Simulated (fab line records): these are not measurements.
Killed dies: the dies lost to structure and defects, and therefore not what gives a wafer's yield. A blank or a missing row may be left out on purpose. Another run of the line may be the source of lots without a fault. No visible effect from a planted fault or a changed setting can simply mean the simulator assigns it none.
A struck lot beside a sound one / flow n5Finfet / 42 steps out of a route of 1938
Sound: the wafers L477.1, L477.4, L477.6. Struck: wafers L463.1, L463.2, L463.3. The cause is named last.
For every step that has rows: the tool of each side, followed by ch and its chambers, followed by its first start. Under that, the readings that differ: sound wafers / struck wafers / difference of the means / sigmas: that difference in standard deviations of wafers without a fault.
alike: readings with means less than 2 such deviations apart, plus words and numbers identical on both sides. not compared: withheld readings, readings lacking a value on some wafer, bounds such as >300 that could conceal the same value, and numbers that have no deviation in the record and whose values overlap.
The two part at a step that has a row with sigmas, a row that says differs or no value, or rows on one side only. Numbers that have no deviation but don't overlap get no sigmas and don't part them. A reading missing from all wafers of one side parts the sides only when that side holds two or more wafers.

first, 1 step without rows for these wafers: N5_HKMG_FIN_CMP_94 (polishes, stops on SiNx, t overpolish 4.7 s, target thk 43.299 nm).
N5_HKMG_FIN_INSPECT_28: inspects for defects (darkfield).
  sound: defectInspect-01 at day 10 03:57; struck: defectInspect-01 at day 6 13:18
reading=rawDefectCount; sound=35 24 35; struck=77 61 80; difference=+41; sigmas=+3
then, 3 steps without rows for these wafers: N5_GATE_CUT_ETCHBACK_00 (etches W in SF6/Cl2); N5_GATE_CUT_ETCH_56 (etches TiN in Cl2/Ar, target depth 21.6 nm); N5_GATE_CUT_ETCHBACK_30 (etches TiN in Cl2/Ar, target depth 3 nm).
N5_GATE_CUT_VAPOR_ETCH_60: etches HfO2 in BCl3/Cl2.
  sound on rieMetal-03 ch 0,1, day 10 04:13; struck on rieMetal-02 ch 0,1, day 6 13:34
  alike: drypumpMotorCurrentA, oesProductAu
then, 5 steps without rows for these wafers: N5_GATE_CUT_ETCH_58 (etches SiNx in CH3F/O2, target depth 17 nm, time 128.6 s); N5_GATE_CUT_STRIP_59 (strips in N2/H2, time 20 s); N5_GATE_CUT_PRECLEAN_31 (cleans in DIW, time 300 s); N5_GATE_CUT_SRD_32 (time 30 s); N5_GATE_CUT_SAC_CAP_01 (material SiNx, target thk 24 nm, pulse time 1 s, ald cycles 480).
N5_GATE_CUT_PECVD_57: deposits SiNx from SiH4/NH3/N2, target thk 21 nm.
  sound on pecvd-04 ch 0,1, day 10 06:47; struck on pecvd-02 ch 0,1,2, day 6 16:34
  no value came back on the struck wafers for any of 6 readings (chamberPressureTorr (Torr), heaterPowerOuterW (W) and others); on the sound wafers chamberPressureTorr (Torr) reads 1.507 1.501 1.504
N5_GATE_CUT_CMP_02: polishes, stops on SiO2, t overpolish 12.7 s, target thk 0 nm.
  sound on cmp-03 ch 0,1,3, day 10 06:52; struck on cmp-01 ch 1,2,3, day 6 16:38
reading=model.SiNx_of_GATE_CUT_SAC_CAP_01.thkNm (nm); sound=21.8 21.8 21.6; struck=0 0 0; difference=-22; sigmas=
  alike: motorCurrentA
N5_GATE_CUT_HM_DEP_46: deposits SiO2 from TEOS/O2, target thk 130 nm, time 26.6 s.
  sound on pecvd-04 ch 0,1,2, day 10 07:11; struck on pecvd-01 ch 0,1,2, day 6 16:58
reading=showerheadPlenumPTorr (Torr); sound=8.41 8.35 8.38; struck=8.29 8.25 8.34; difference=-0.09; sigmas=-2
  alike: heaterPowerW, rfFwdPowerW, throttleValvePct
then, 9 steps without rows for these wafers: N5_GATE_CUT_COAT_34 (time 60 s, resist thk 60 nm); N5_GATE_CUT_COAT_35 (time 60 s, resist thk 10 nm); N5_GATE_CUT_COAT_27 (time 60 s, resist thk 10 nm); N5_GATE_CUT_COAT_07 (resist thk 30 nm); N5_GATE_CUT_EBR_09; N5_GATE_CUT_SOFTBAKE_08 (time 60 s); N5_GATE_CUT_EXPOSE_10 (exposes mask GATE CUT, target cd 20 nm); N5_GATE_CUT_PEB_11 (peb time 60 s); N5_GATE_CUT_DEVELOP_12 (develop time 30 s).
N5_GATE_CUT_CD_MEAS_13: the cd target is 20 nm.
  sound on cdSem-02 ch 0, day 10 07:40; struck on cdSem-01 ch 0, day 6 17:18
  alike: cdNm
N5_GATE_CUT_OVL_MEAS_14:
  sound on overlay-01 ch 0, day 10 07:41; struck on overlay-01 ch 0, day 6 17:20
  alike: GATE_CUT_OVL
N5_GATE_CUT_INSPECT_15: inspects for defects (brightfield).
  sound: defectInspect-02 at day 10 07:44; struck: defectInspect-02 at day 6 17:23
  alike: rawDefectCount
then, 2 steps without rows for these wafers: N5_GATE_CUT_DESCUM_18 (chemistry O2, time 7 s); N5_GATE_CUT_ETCH_28 (etches underlayer in N2/H2, target depth 13 nm, time 10.4 s).
N5_GATE_CUT_ETCH_36: etches SiARC in CF4, target depth 13 nm, time 21.7 s.
  sound on rieDiel-04 ch 0,1,2, day 10 08:05; struck on rieDiel-03 ch 1,2,3, day 6 17:45
  alike: drypumpMotorCurrentA, etchRfOnTimeS, oesProductAu, rfFwdPowerW, rfVppV, showerheadPlenumPTorr, throttleValvePct
  not compared: rfHoursCounterH
then, 7 steps without rows for these wafers: N5_GATE_CUT_ETCH_37 (etches SOC in N2/H2, target depth 60 nm, overetch 12 nm, time 90 s); N5_GATE_CUT_STRIP_38 (strips in N2/H2); N5_GATE_CUT_STRIP_39 (strips in N2/H2); N5_GATE_CUT_HM_OPEN_40 (chemistry C4F6/O2, target SiO2, target depth 139 nm, time 85.1 s); N5_GATE_CUT_STRIP_41 (strips in CF4); N5_GATE_CUT_STRIP_42 (strips in O2); N5_GATE_CUT_ETCH_19 (etches SiNx in CH3F/O2, target depth 53.7 nm, time 76.7 s).
N5_GATE_CUT_CUT_ETCH_53: etches W in SF6/Cl2, target depth 79.2 nm.
  sound on rieMetal-03 ch 0,1, day 10 08:25; struck on rieMetal-02 ch 0,1, day 6 18:05
  alike: drypumpMotorCurrentA, etchRfOnTimeS, oesProductAu, rfFwdPowerW, throttleValvePct
  not compared: rfHoursCounterH
then, 2 steps without rows for these wafers: N5_GATE_CUT_CUT_ETCH_54 (etches TiN in Cl2/BCl3, target depth 96.7 nm); N5_GATE_CUT_CUT_ETCH_55 (etches HfO2 in BCl3, target depth 3.2 nm).
N5_GATE_CUT_ETCH_47: etches SiO2 in Cl2/BCl3, target depth 10 nm.
  sound on rieMetal-03 ch 0,1, day 10 08:34; struck on rieMetal-02 ch 0,1, day 6 18:14
  alike: drypumpMotorCurrentA, oes_ar_750_au, oesProductAu, rfFwdPowerW, throttleValvePct
  not compared: rfHoursCounterH
N5_MOL_CONTACT_COAG_CMP_28: polishes, stops on SiNx, t overpolish 0.85 s, target thk 14.522 nm.
  sound on cmp-01 ch 0,2,3, day 10 22:22; struck on cmp-04 ch 1,2,3, day 7 08:13
reading=model.SiNx_of_GATE_CUT_SAC_CAP_01.thkNm (nm); sound=18 18 18; struck=0 0 0; difference=-18; sigmas=
  alike: motorCurrentA, timeToEndpointS
N5_MOL_CONTACT_COAG_ETCH_47: etches SiNx in CH3F/O2, stops on W, target depth 27 nm.
  sound on rieDiel-06 ch 0,2, day 11 02:08; struck on rieDiel-06 ch 1,2,3, day 7 10:55
reading=etchRfOnTimeS (s); sound=31.1 31.5 30.9; struck=39.4 40.5 39.3; difference=+8.6; sigmas=+17
reading=model.etch.tClearS (s); sound=25.89 26.22 25.79; struck=32.82 33.75 32.72; difference=+7.13; sigmas=
reading=model.MOL_CONTACT_COAG.featureDepthNm (nm); sound=18.6 18.6 18.6; struck=23.2 23.2 23.2; difference=+4.6; sigmas=
reading=model.etch.depthNm (nm); sound=17.97 18.02 17.94; struck=22.5 22.5 22.5; difference=+4.5; sigmas=
  alike: drypumpMotorCurrentA, oes_ar_750_au, oes_f_703_au, oesProductAu, rfFwdPowerW, rfVppV, showerheadPlenumPTorr, throttleValvePct
  not compared: rfHoursCounterH

WHERE THEY PART
At N5_HKMG_FIN_INSPECT_28 first; at N5_MOL_CONTACT_COAG_ETCH_47 last (within this record only).

WHY: whatever the simulator had introduced
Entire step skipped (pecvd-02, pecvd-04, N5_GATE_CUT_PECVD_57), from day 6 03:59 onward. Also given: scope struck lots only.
